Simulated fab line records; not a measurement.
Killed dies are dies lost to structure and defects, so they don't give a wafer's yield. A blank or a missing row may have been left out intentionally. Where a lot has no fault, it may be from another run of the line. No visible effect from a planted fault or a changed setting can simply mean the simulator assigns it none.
A lot that was struck, set against a sound lot | flow nand-harc | 34 out of 1302 route steps
Sound: wafers L510.3, L510.4, L510.6. Wafers struck: L499.1, L499.4, L499.5. Last of all comes the cause.
Each step with rows lists, per side, the tool, then ch with its chambers, then its first start. Under that, the readings that differ: sound wafers | struck wafers | difference of the means | sigmas: that difference in standard deviations of wafers without a fault.
alike: same words and numbers on both sides, and readings whose means sit less than 2 such deviations apart. not compared: any withheld reading, any reading some wafer has no value for, any bound like >300 that may hide the same value, and any number with overlapping values for which the record gives no deviation.
Wherever a step has rows on one side only, a row that says differs or no value, or a row with sigmas, the two part there. Numbers that have no deviation but don't overlap get no sigmas and don't part them. Lack of a reading on every wafer of one side parts them only where that side has two or more wafers.

first, 5 steps without rows for these wafers: NHARC_A_ONON_D1_DEP_22 (target thk 1000 nm); NHARC_A_ONON_D1_DEP_25 (target thk 1000 nm); NHARC_A_ONON_D1_DEP_28 (target thk 1000 nm); NHARC_A_ONON_D1_DEP_33 (deposits SiO2, target thk 200 nm); NHARC_A_CHANNEL_HOLE_D1_DEP_00 (deposits aC, target thk 3100 nm).
NHARC_A_CHANNEL_HOLE_D1_DEP_01: deposits SiON, target thk 140 nm.
  sound on pecvd-01 ch 0,2, day 16 18:08; struck on pecvd-01 ch 1,2, day 12 08:30
  alike: heater-power-outer-w, heater-power-w
then, 10 steps without rows for these wafers: NHARC_A_CHANNEL_HOLE_D1_DEHYDRATE_02 (time 120 s); NHARC_A_CHANNEL_HOLE_D1_HMDS_03 (time 30 s); NHARC_A_CHANNEL_HOLE_D1_COAT_36 (time 75 s); NHARC_A_CHANNEL_HOLE_D1_COAT_37 (time 65 s); NHARC_A_CHANNEL_HOLE_D1_COAT_04 (resist thk 90 nm); NHARC_A_CHANNEL_HOLE_D1_SOFTBAKE_05 (time 55 s); NHARC_A_CHANNEL_HOLE_D1_EBR_06; NHARC_A_CHANNEL_HOLE_D1_EXPOSE_07 (exposes mask HOLE D1, target cd 100 nm); NHARC_A_CHANNEL_HOLE_D1_PEB_08 (peb time 65 s); NHARC_A_CHANNEL_HOLE_D1_DEVELOP_09 (develop time 35 s).
NHARC_A_CHANNEL_HOLE_D1_INSPECT_12:
  sound on defect-inspect-02, day 16 18:47; struck on defect-inspect-01, day 12 09:10
  reading          | sound | struck      | difference | sigmas
  raw-defect-count | 8 8 9 | 369 397 364 | +368       | +99 or more
then, 15 steps without rows for these wafers: NHARC_A_CHANNEL_HOLE_D1_DESCUM_15 (chemistry O2, time 3 s); NHARC_A_CHANNEL_HOLE_D1_ETCH_38 (etches the open film in CF4, target depth 39 nm, time 65 s); NHARC_A_CHANNEL_HOLE_D1_ETCH_39 (etches the open film in N2/H2, target depth 260 nm, time 325 s); NHARC_A_CHANNEL_HOLE_D1_ETCH_34 (etches the open film in CF4/CHF3, target depth 154 nm, time 77 s); NHARC_A_CHANNEL_HOLE_D1_ETCH_16 (etches the open film in O2/COS, target depth 3100 nm, time 806 s); NHARC_A_CHANNEL_HOLE_D1_ETCH_19 (etches the open film in C4F8/O2/Ar, time 34.5 s); NHARC_A_CHANNEL_HOLE_D1_ETCH_20 (etches the open film in C4F8/O2/Ar, time 361.9 s, target depth 1600 nm); NHARC_A_CHANNEL_HOLE_D1_ETCH_21 (etches the open film in C4F8/O2/Ar, time 514.3 s, target depth 1600 nm); NHARC_A_CHANNEL_HOLE_D1_ETCH_22 (etches the open film in C4F8/O2/Ar, time 666.7 s, target depth 1600 nm); NHARC_A_CHANNEL_HOLE_D1_ETCH_23 (etches the open film in C4F8/O2/Ar, time 819 s, target depth 1600 nm); NHARC_A_CHANNEL_HOLE_D1_ETCH_24 (etches the open film in C4F8/O2/Ar, time 906.2 s, target depth 1500 nm); NHARC_A_CHANNEL_HOLE_D1_ETCH_25 (etches the open film in C4F8/O2/Ar, time 1040.2 s, target depth 1500 nm); NHARC_A_CHANNEL_HOLE_D1_ETCH_26 (etches the open film in C4F8/O2/Ar, time 224.1 s, target depth 300 nm); NHARC_A_CHANNEL_HOLE_D1_ETCH_33 (etches the open film in C4F8/O2/Ar, time 90 s, target depth 400 nm); NHARC_A_CHANNEL_HOLE_D1_STRIP_41 (strips in N2/H2).
NHARC_A_CHANNEL_HOLE_D1_INSPECT_40:
  sound on defect-inspect-02, day 17 01:44; struck on defect-inspect-01, day 12 20:08
  reading          | sound    | struck      | difference | sigmas
  raw-defect-count | 78 69 68 | 436 479 430 | +377       | +15
-- jump in the record: it breaks off in module A_CHANNEL_HOLE_D1 and resumes in module END (first step shown: number 1302 of the route), and 16 days separate the struck wafers' starts before and after --
NHARC_END_SORT_01:
  the record has rows for the struck wafers here (prober-02 ch 0, day 28 10:11) and none for the sound ones

## WHERE THEY PART
At NHARC_A_CHANNEL_HOLE_D1_INSPECT_12 first; at NHARC_END_SORT_01 last (within this record only).

WHY: whatever the simulator had introduced
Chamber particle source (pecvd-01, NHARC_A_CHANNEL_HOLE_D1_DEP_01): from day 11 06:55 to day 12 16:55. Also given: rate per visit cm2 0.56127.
